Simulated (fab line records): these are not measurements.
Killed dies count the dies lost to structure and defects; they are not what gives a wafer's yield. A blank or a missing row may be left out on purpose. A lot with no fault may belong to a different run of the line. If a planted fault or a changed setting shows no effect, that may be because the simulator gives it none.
Check of tool commonality    flow nand-harc    Lots sampled 15, wafers sampled 45

== WHY IT WAS OPENED ==
Flagged at NHARC_A_ONON_D1_THK_MEAS_08: reading thk-nm, on 3 of 15 lots. No-fault wafers: 998 nm, standard deviation 10.
Rule: a lot gets a flag if all its wafers with a number sit over 4 standard deviations from that mean, or if no wafer of it has a number. The rest of the lots are taken to be sound.

lot   measured      on             thk-nm (nm), wafer by wafer  flag
L774  day 7 21:31   film-metro-01  996 994 993                  
L775  day 8 02:21   film-metro-01  1009 1008 1010               
L776  day 8 05:55   film-metro-02  994 995 996                  
L777  day 8 14:05   film-metro-01  1010 1011 1011               
L778  day 8 14:07   film-metro-02  1008 1006 1006               
L779  day 8 17:53   film-metro-02  998 997 997                  
L780  day 8 17:53   film-metro-01  1011 1011 1012               
L781  day 9 06:16   film-metro-01  996 996 995                  
L783  day 9 23:21   film-metro-01  1000 998 1001                
L784  day 10 06:46  film-metro-02  993 991 993                  
L788  day 10 19:36  film-metro-02  1005 1005 1004               
L789  day 11 14:59  film-metro-01  981 980 980                  
L791  day 11 23:19  film-metro-02  1536 1536 1537               FLAGGED
L794  day 12 09:10  film-metro-01  1533 1534 1534               FLAGGED
L796  day 13 02:01  film-metro-02  1544 1543 1542               FLAGGED
On average the flagged lots' numbers are 1538 nm, which is +540 nm against the usual, or +54 standard deviations.

== WHICH TOOL EACH LOT WENT THROUGH ==
2 process steps preceding the reading are held in the record, out of 1159 steps in the route. Read each cell as the tool, then ch plus the chambers that the sampled wafers visited, then the start.
lot   flag     NHARC_P_BONDPAD_ANNEAL_28         NHARC_A_ONON_D1_DEP_06
L774           rtp-anneal-01 ch 0, day 6 17:47   pecvd-onon-02 ch 0, day 7 21:04
L775           rtp-anneal-02 ch 0, day 7 00:31   pecvd-onon-02 ch 0, day 8 01:53
L776           rtp-anneal-02 ch 0, day 7 04:26   pecvd-onon-01 ch 0, day 8 05:27
L777           rtp-anneal-01 ch 0, day 7 10:14   pecvd-onon-02 ch 0, day 8 13:38
L778           rtp-anneal-01 ch 0, day 7 13:23   pecvd-onon-03 ch 0, day 8 13:40
L779           rtp-anneal-02 ch 0, day 7 16:25   pecvd-onon-03 ch 0, day 8 17:29
L780           rtp-anneal-01 ch 0, day 7 16:04   pecvd-onon-01 ch 0, day 8 17:26
L781           rtp-anneal-01 ch 0, day 8 04:24   pecvd-onon-02 ch 0, day 9 05:47
L783           rtp-anneal-01 ch 0, day 8 21:12   pecvd-onon-02 ch 0, day 9 22:50
L784           rtp-anneal-01 ch 0, day 9 05:17   pecvd-onon-03 ch 0, day 10 06:22
L788           rtp-anneal-02 ch 0, day 9 17:50   pecvd-onon-02 ch 0, day 10 19:08
L789           rtp-anneal-01 ch 0, day 10 13:32  pecvd-onon-01 ch 0, day 11 14:29
L791  FLAGGED  rtp-anneal-02 ch 0, day 10 20:41  pecvd-onon-01 ch 0, day 11 22:52
L794  FLAGGED  rtp-anneal-02 ch 0, day 11 06:23  pecvd-onon-01 ch 0, day 12 08:46
L796  FLAGGED  rtp-anneal-02 ch 0, day 12 03:15  pecvd-onon-01 ch 0, day 13 01:37
These steps, and what they do:
- NHARC_P_BONDPAD_ANNEAL_28: time 90 s.
- NHARC_A_ONON_D1_DEP_06: target thk 1000 nm.
- NHARC_A_ONON_D1_THK_MEAS_08: measures by ellipsometry.

== FLAGGED OVER TOTAL, TOOL BY TOOL (the gauges that took the reading come last) ==
step                         tool           lots run  flagged  share of the flagged lots  sound lots run after its first flagged lot
NHARC_P_BONDPAD_ANNEAL_28    rtp-anneal-01  8         0        none                       -
NHARC_P_BONDPAD_ANNEAL_28    rtp-anneal-02  7         3        all                        0
NHARC_A_ONON_D1_DEP_06       pecvd-onon-01  6         3        all                        0
NHARC_A_ONON_D1_DEP_06       pecvd-onon-02  6         0        none                       -
NHARC_A_ONON_D1_DEP_06       pecvd-onon-03  3         0        none                       -
NHARC_A_ONON_D1_THK_MEAS_08  film-metro-01  8         1        some                       0
NHARC_A_ONON_D1_THK_MEAS_08  film-metro-02  7         2        some                       0

== THE TABLE: WHAT IT ALLOWS ==
2 rows of the table ran every flagged lot: rtp-anneal-02 at NHARC_P_BONDPAD_ANNEAL_28, pecvd-onon-01 at NHARC_A_ONON_D1_DEP_06.
- rtp-anneal-02 at NHARC_P_BONDPAD_ANNEAL_28 ran 7 lots, 3 of them flagged. Last sound lot L788 at day 9 17:50, first flagged lot L791 at day 10 20:41; a fault beginning in between fits.
- pecvd-onon-01 at NHARC_A_ONON_D1_DEP_06 ran 6 lots, 3 of them flagged. Last sound lot L789 at day 11 14:29, first flagged lot L791 at day 11 22:52; a fault beginning in between fits.
Counting lots can't tell these 2 tools apart, because each fits a fault that began at some hour. More lots, or a look at what each step does to the wafer, might.

== WHAT THE SIMULATOR PUT IN ==
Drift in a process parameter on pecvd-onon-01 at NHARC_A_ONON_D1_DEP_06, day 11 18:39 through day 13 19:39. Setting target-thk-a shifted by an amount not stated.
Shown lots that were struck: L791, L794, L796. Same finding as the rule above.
